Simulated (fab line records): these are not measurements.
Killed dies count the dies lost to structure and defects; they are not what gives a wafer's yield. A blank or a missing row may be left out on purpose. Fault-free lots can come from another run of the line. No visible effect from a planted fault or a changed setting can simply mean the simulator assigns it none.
Which of the tools did it? :: flow nand-harc :: 12 lots, 36 wafers sampled, at 4 steps of a route of 1159

## WHAT EACH GAUGE READ, for each wafer
No reading from a measuring or inspecting step in the record can be judged against a usual standard deviation.

## WHAT TOOL EACH LOT RAN ON (gives the tool, then ch and the chambers of the sampled wafers, and finally the start)
lot: L202
NHARC_P_GATE_HM_DEP_102: acl-dep-03 ch 0, day 4 04:55
NHARC_P_GATE_ALD_36: ald-sin-04 ch 0,2,3, day 4 09:56
NHARC_P_GATE_ETCHBACK_37: rie-diel-04 ch 1,2, day 4 17:26 or earlier
NHARC_P_GATE_STRIP_101: rie-diel-04 ch 0,3, day 4 17:26

lot: L204
NHARC_P_GATE_HM_DEP_102: acl-dep-03 ch 0, day 5 00:15
NHARC_P_GATE_ALD_36: ald-sin-02 ch 0,2,3, day 5 03:07
NHARC_P_GATE_ETCHBACK_37: rie-diel-04 ch 0,2,3, day 5 12:44 or earlier
NHARC_P_GATE_STRIP_101: rie-diel-04 ch 0,1,3, day 5 12:44

lot: L206
NHARC_P_GATE_HM_DEP_102: acl-dep-03 ch 0, day 5 14:26
NHARC_P_GATE_ALD_36: ald-sin-02 ch 0,1,2, day 5 17:47
NHARC_P_GATE_ETCHBACK_37: rie-diel-11 ch 1,2,3, day 6 03:22 or earlier
NHARC_P_GATE_STRIP_101: rie-diel-11 ch 1,2,3, day 6 03:22

lot: L207
NHARC_P_GATE_HM_DEP_102: acl-dep-02 ch 0, day 5 22:04
NHARC_P_GATE_ALD_36: ald-sin-03 ch 0,2,3, day 6 03:41
NHARC_P_GATE_ETCHBACK_37: rie-diel-11 ch 0,2,3, day 6 11:31 or earlier
NHARC_P_GATE_STRIP_101: rie-diel-11 ch 0,1,2, day 6 11:31

lot: L209
NHARC_P_GATE_HM_DEP_102: acl-dep-03 ch 0, day 6 11:04
NHARC_P_GATE_ALD_36: ald-sin-03 ch 0,2,3, day 6 13:56
NHARC_P_GATE_ETCHBACK_37: rie-diel-11 ch 0,1,3, day 6 23:31 or earlier
NHARC_P_GATE_STRIP_101: rie-diel-11 ch 0,2,3, day 6 23:31

lot: L216
NHARC_P_GATE_HM_DEP_102: acl-dep-03 ch 0, day 8 00:17
NHARC_P_GATE_ALD_36: ald-sin-04 ch 0,1,2, day 8 05:41
NHARC_P_GATE_ETCHBACK_37: rie-diel-04 ch 1,2, day 8 13:11 or earlier
NHARC_P_GATE_STRIP_101: rie-diel-04 ch 0,1,3, day 8 13:11

lot: L214
NHARC_P_GATE_HM_DEP_102: acl-dep-03 ch 0, day 8 00:55
NHARC_P_GATE_ALD_36: ald-sin-02 ch 0,1,3, day 8 03:46
NHARC_P_GATE_ETCHBACK_37: rie-diel-04 ch 1,2,3, day 8 13:26 or earlier
NHARC_P_GATE_STRIP_101: rie-diel-04 ch 1,2, day 8 13:26

lot: L215
NHARC_P_GATE_HM_DEP_102: acl-dep-01 ch 0, day 8 01:08
NHARC_P_GATE_ALD_36: ald-sin-03 ch 0,1,3, day 8 13:05
NHARC_P_GATE_ETCHBACK_37: rie-diel-13 ch 0,2,3, day 8 20:32 or earlier
NHARC_P_GATE_STRIP_101: rie-diel-13 ch 0,1, day 8 20:32

lot: L222
NHARC_P_GATE_HM_DEP_102: acl-dep-03 ch 0, day 9 13:48
NHARC_P_GATE_ALD_36: ald-sin-02 ch 1,2, day 9 17:41
NHARC_P_GATE_ETCHBACK_37: rie-diel-13 ch 2,3, day 10 03:49 or earlier
NHARC_P_GATE_STRIP_101: rie-diel-13 ch 0,1,2, day 10 03:49

lot: L223
NHARC_P_GATE_HM_DEP_102: acl-dep-03 ch 0, day 10 00:00
NHARC_P_GATE_ALD_36: ald-sin-04 ch 0,1, day 10 03:59
NHARC_P_GATE_ETCHBACK_37: rie-diel-04 ch 0,2,3, day 10 12:34 or earlier
NHARC_P_GATE_STRIP_101: rie-diel-04 ch 1,2,3, day 10 12:34

lot: L224
NHARC_P_GATE_HM_DEP_102: acl-dep-01 ch 0, day 10 02:55
NHARC_P_GATE_ALD_36: ald-sin-02 ch 0,2,3, day 10 07:49
NHARC_P_GATE_ETCHBACK_37: rie-diel-11 ch 1,2, day 10 15:16 or earlier
NHARC_P_GATE_STRIP_101: rie-diel-11 ch 0,1, day 10 15:16

lot: L225
NHARC_P_GATE_HM_DEP_102: acl-dep-02 ch 0, day 10 19:36
NHARC_P_GATE_ALD_36: ald-sin-04 ch 0,1, day 10 23:14
NHARC_P_GATE_ETCHBACK_37: rie-diel-04 ch 1,2,3, day 11 07:44 or earlier
NHARC_P_GATE_STRIP_101: rie-diel-04 ch 0,1, day 11 07:44
- NHARC_P_GATE_HM_DEP_102: deposits aC, target thk 120 nm.
- NHARC_P_GATE_ALD_36: deposits SiNx, target thk 20 nm, pulse time 60 s, ald cycles 223.
- NHARC_P_GATE_ETCHBACK_37: etches the open film in CHF3/O2, target depth 34.5 nm, time 17.2 s.
- NHARC_P_GATE_STRIP_101: strips in O2, time 20 s.

## WHAT THE TOOLS THEMSELVES READ (means of the sampled wafers that have a number; where no wafer has one, the mark that the record gives instead)
NHARC_P_GATE_HM_DEP_102. Usual: 35.000 % for throttle-valve-pct, sd 0.0088.
lot: L202
tool: acl-dep-03
throttle-valve-pct (%): 35.003
flag: 

lot: L204
tool: acl-dep-03
throttle-valve-pct (%): 35.003
flag: 

lot: L206
tool: acl-dep-03
throttle-valve-pct (%): 35.002
flag: 

lot: L207
tool: acl-dep-02
throttle-valve-pct (%): 34.996
flag: 

lot: L209
tool: acl-dep-03
throttle-valve-pct (%): 34.993
flag: 

lot: L216
tool: acl-dep-03
throttle-valve-pct (%): 34.997
flag: 

lot: L214
tool: acl-dep-03
throttle-valve-pct (%): 34.998
flag: 

lot: L215
tool: acl-dep-01
throttle-valve-pct (%): 35.004
flag: 

lot: L222
tool: acl-dep-03
throttle-valve-pct (%): 34.988
flag: 

lot: L223
tool: acl-dep-03
throttle-valve-pct (%): 35.000
flag: 

lot: L224
tool: acl-dep-01
throttle-valve-pct (%): 35.004
flag: 

lot: L225
tool: acl-dep-02
throttle-valve-pct (%): 35.005
flag: 

NHARC_P_GATE_ALD_36. Usual: heater-power-outer-w 532 W, standard deviation 75; heater-power-w 866 W, standard deviation 100; precursor-pulse-height-rel 1.001, standard deviation 0.017.
lot: L202
tool: ald-sin-04
heater-power-outer-w (W): 546
heater-power-w (W): 884
precursor-pulse-height-rel: 0.999
flag: 

lot: L204
tool: ald-sin-02
heater-power-outer-w (W): 545
heater-power-w (W): 862
precursor-pulse-height-rel: 1.012
flag: 

lot: L206
tool: ald-sin-02
heater-power-outer-w (W): 550
heater-power-w (W): 894
precursor-pulse-height-rel: 1.009
flag: 

lot: L207
tool: ald-sin-03
heater-power-outer-w (W): 576
heater-power-w (W): 909
precursor-pulse-height-rel: 1.010
flag: 

lot: L209
tool: ald-sin-03
heater-power-outer-w (W): 572
heater-power-w (W): 910
precursor-pulse-height-rel: 0.992
flag: 

lot: L216
tool: ald-sin-04
heater-power-outer-w (W): 499
heater-power-w (W): 831
precursor-pulse-height-rel: 0.988
flag: 

lot: L214
tool: ald-sin-02
heater-power-outer-w (W): 536
heater-power-w (W): 861
precursor-pulse-height-rel: 0.980
flag: 

lot: L215
tool: ald-sin-03
heater-power-outer-w (W): 571
heater-power-w (W): 927
precursor-pulse-height-rel: 1.000
flag: 

lot: L222
tool: ald-sin-02
heater-power-outer-w (W): 490
heater-power-w (W): 815
precursor-pulse-height-rel: 1.001
flag: 

lot: L223
tool: ald-sin-04
heater-power-outer-w (W): 491
heater-power-w (W): 779
precursor-pulse-height-rel: 1.010
flag: 

lot: L224
tool: ald-sin-02
heater-power-outer-w (W): 544
heater-power-w (W): 873
precursor-pulse-height-rel: 1.011
flag: 

lot: L225
tool: ald-sin-04
heater-power-outer-w (W): 483
heater-power-w (W): 796
precursor-pulse-height-rel: 0.996
flag: 

NHARC_P_GATE_ETCHBACK_37. Usual: chf3-flow-sccm 49.98 sccm, standard deviation 0.14; drypump-motor-current-A 5.6 A, standard deviation 0.33; oes-product-au 0.94 a.u., standard deviation 0.033; rf-vpp-V 369.9 V, standard deviation 1.6; showerhead-plenum-p-Torr 2.36 Torr, standard deviation 0.066; throttle-valve-pct 20.573 %, standard deviation 0.009.
lot: L202
tool: rie-diel-04
chf3-flow-sccm (sccm): 49.95
drypump-motor-current-A (A): 5.8
oes-product-au (a.u.): 0.91
rf-vpp-V (V): 370.4
showerhead-plenum-p-Torr (Torr): 2.39
throttle-valve-pct (%): 20.570
flag: 

lot: L204
tool: rie-diel-04
chf3-flow-sccm (sccm): 50.08
drypump-motor-current-A (A): 5.4
oes-product-au (a.u.): 0.94
rf-vpp-V (V): 370.1
showerhead-plenum-p-Torr (Torr): 2.36
throttle-valve-pct (%): 20.572
flag: 

lot: L206
tool: rie-diel-11
chf3-flow-sccm (sccm): 49.81
drypump-motor-current-A (A): 5.7
oes-product-au (a.u.): 0.99
rf-vpp-V (V): 371.1
showerhead-plenum-p-Torr (Torr): 2.40
throttle-valve-pct (%): 20.569
flag: 

lot: L207
tool: rie-diel-11
chf3-flow-sccm (sccm): 50.01
drypump-motor-current-A (A): 5.7
oes-product-au (a.u.): 0.93
rf-vpp-V (V): 369.0
showerhead-plenum-p-Torr (Torr): 2.34
throttle-valve-pct (%): 20.572
flag: 

lot: L209
tool: rie-diel-11
chf3-flow-sccm (sccm): 49.95
drypump-motor-current-A (A): 5.6
oes-product-au (a.u.): 0.93
rf-vpp-V (V): 369.7
showerhead-plenum-p-Torr (Torr): 2.37
throttle-valve-pct (%): 20.572
flag: 

lot: L216
tool: rie-diel-04
chf3-flow-sccm (sccm): 49.86
drypump-motor-current-A (A): 5.7
oes-product-au (a.u.): 0.93
rf-vpp-V (V): 369.9
showerhead-plenum-p-Torr (Torr): 2.38
throttle-valve-pct (%): 20.570
flag: 

lot: L214
tool: rie-diel-04
chf3-flow-sccm (sccm): 50.04
drypump-motor-current-A (A): 5.5
oes-product-au (a.u.): 0.92
rf-vpp-V (V): 370.3
showerhead-plenum-p-Torr (Torr): 2.40
throttle-valve-pct (%): 20.572
flag: 

lot: L215
tool: rie-diel-13
chf3-flow-sccm (sccm): 50.08
drypump-motor-current-A (A): 5.9
oes-product-au (a.u.): 0.99
rf-vpp-V (V): 368.7
showerhead-plenum-p-Torr (Torr): 2.32
throttle-valve-pct (%): 20.568
flag: 

lot: L222
tool: rie-diel-13
chf3-flow-sccm (sccm): 49.84
drypump-motor-current-A (A): 6.0
oes-product-au (a.u.): 0.92
rf-vpp-V (V): 366.7
showerhead-plenum-p-Torr (Torr): 2.26
throttle-valve-pct (%): 20.576
flag: 

lot: L223
tool: rie-diel-04
chf3-flow-sccm (sccm): 50.08
drypump-motor-current-A (A): 5.4
oes-product-au (a.u.): 0.93
rf-vpp-V (V): 369.6
showerhead-plenum-p-Torr (Torr): 2.35
throttle-valve-pct (%): 20.571
flag: 

lot: L224
tool: rie-diel-11
chf3-flow-sccm (sccm): 50.03
drypump-motor-current-A (A): 5.7
oes-product-au (a.u.): 0.93
rf-vpp-V (V): 371.1
showerhead-plenum-p-Torr (Torr): 2.39
throttle-valve-pct (%): 20.571
flag: 

lot: L225
tool: rie-diel-04
chf3-flow-sccm (sccm): 50.01
drypump-motor-current-A (A): 5.5
oes-product-au (a.u.): 0.92
rf-vpp-V (V): 370.9
showerhead-plenum-p-Torr (Torr): 2.40
throttle-valve-pct (%): 20.573
flag: 

NHARC_P_GATE_STRIP_101. Usual: chamber-pressure-mTorr 60.00 mTorr, standard deviation 0.054; drypump-motor-current-A 5.6 A, standard deviation 0.34; oes-product-au 1.001 a.u., standard deviation 0.0077; rf-vpp-V 57.7 V, standard deviation 0.88; showerhead-plenum-p-Torr 3.47 Torr, standard deviation 0.093; throttle-valve-pct 17.038 %, standard deviation 0.0084.
lot: L202
tool: rie-diel-04
chamber-pressure-mTorr (mTorr): 59.98
drypump-motor-current-A (A): 5.1
oes-product-au (a.u.): 0.995
rf-vpp-V (V): 57.9
showerhead-plenum-p-Torr (Torr): 3.49
throttle-valve-pct (%): 17.045
flag: 

lot: L204
tool: rie-diel-04
chamber-pressure-mTorr (mTorr): 60.04
drypump-motor-current-A (A): 5.5
oes-product-au (a.u.): 1.000
rf-vpp-V (V): 58.0
showerhead-plenum-p-Torr (Torr): 3.48
throttle-valve-pct (%): 17.037
flag: 

lot: L206
tool: rie-diel-11
chamber-pressure-mTorr (mTorr): 60.05
drypump-motor-current-A (A): 5.8
oes-product-au (a.u.): 0.997
rf-vpp-V (V): 57.9
showerhead-plenum-p-Torr (Torr): 3.52
throttle-valve-pct (%): 17.038
flag: 

lot: L207
tool: rie-diel-11
chamber-pressure-mTorr (mTorr): 59.99
drypump-motor-current-A (A): 5.7
oes-product-au (a.u.): 1.012
rf-vpp-V (V): 58.6
showerhead-plenum-p-Torr (Torr): 3.48
throttle-valve-pct (%): 17.040
flag: 

lot: L209
tool: rie-diel-11
chamber-pressure-mTorr (mTorr): 59.99
drypump-motor-current-A (A): 5.7
oes-product-au (a.u.): 1.002
rf-vpp-V (V): 57.6
showerhead-plenum-p-Torr (Torr): 3.44
throttle-valve-pct (%): 17.044
flag: 

lot: L216
tool: rie-diel-04
chamber-pressure-mTorr (mTorr): -
drypump-motor-current-A (A): -
oes-product-au (a.u.): -
rf-vpp-V (V): -
showerhead-plenum-p-Torr (Torr): -
throttle-valve-pct (%): -
flag: OFF

lot: L214
tool: rie-diel-04
chamber-pressure-mTorr (mTorr): -
drypump-motor-current-A (A): -
oes-product-au (a.u.): -
rf-vpp-V (V): -
showerhead-plenum-p-Torr (Torr): -
throttle-valve-pct (%): -
flag: OFF

lot: L215
tool: rie-diel-13
chamber-pressure-mTorr (mTorr): -
drypump-motor-current-A (A): -
oes-product-au (a.u.): -
rf-vpp-V (V): -
showerhead-plenum-p-Torr (Torr): -
throttle-valve-pct (%): -
flag: OFF

lot: L222
tool: rie-diel-13
chamber-pressure-mTorr (mTorr): 60.06
drypump-motor-current-A (A): 5.5
oes-product-au (a.u.): 0.992
rf-vpp-V (V): 57.6
showerhead-plenum-p-Torr (Torr): 3.47
throttle-valve-pct (%): 17.044
flag: 

lot: L223
tool: rie-diel-04
chamber-pressure-mTorr (mTorr): 59.94
drypump-motor-current-A (A): 5.5
oes-product-au (a.u.): 1.009
rf-vpp-V (V): 57.9
showerhead-plenum-p-Torr (Torr): 3.52
throttle-valve-pct (%): 17.044
flag: 

lot: L224
tool: rie-diel-11
chamber-pressure-mTorr (mTorr): 59.99
drypump-motor-current-A (A): 5.6
oes-product-au (a.u.): 1.008
rf-vpp-V (V): 57.2
showerhead-plenum-p-Torr (Torr): 3.50
throttle-valve-pct (%): 17.039
flag: 

lot: L225
tool: rie-diel-04
chamber-pressure-mTorr (mTorr): 60.01
drypump-motor-current-A (A): 5.8
oes-product-au (a.u.): 1.003
rf-vpp-V (V): 57.5
showerhead-plenum-p-Torr (Torr): 3.45
throttle-valve-pct (%): 17.037
flag: 

## THE ANSWER, worked out from the rows above alone
Rule: a lot counts as off when the mean over its wafers that have a number is more than 3 standard deviations away from the usual mean. Also off: a lot with no number at a reading for which 4 or more lots have one. The other lots that the step has rows for count as sound. After the gauges, taken in route order, come the tools' own readings; for these a lot's mean is taken, as printed above. At the first step where some lot is off, the reading lying furthest off is the one used; lots without a number count as furthest.
Off: L216, L214, L215 (NHARC_P_GATE_STRIP_101, chamber-pressure-mTorr). Without a number there: L216, L214, L215.
A tool fits if, at that step or a process step before it, it ran every lot that is off, and no sound lot after the first of them. With no start given for some of its lots, NHARC_P_GATE_ETCHBACK_37 uses the hours and lot order of NHARC_P_GATE_STRIP_101. Not one of the candidates tried fits.

## WHAT THE SIMULATOR HAD PUT IN
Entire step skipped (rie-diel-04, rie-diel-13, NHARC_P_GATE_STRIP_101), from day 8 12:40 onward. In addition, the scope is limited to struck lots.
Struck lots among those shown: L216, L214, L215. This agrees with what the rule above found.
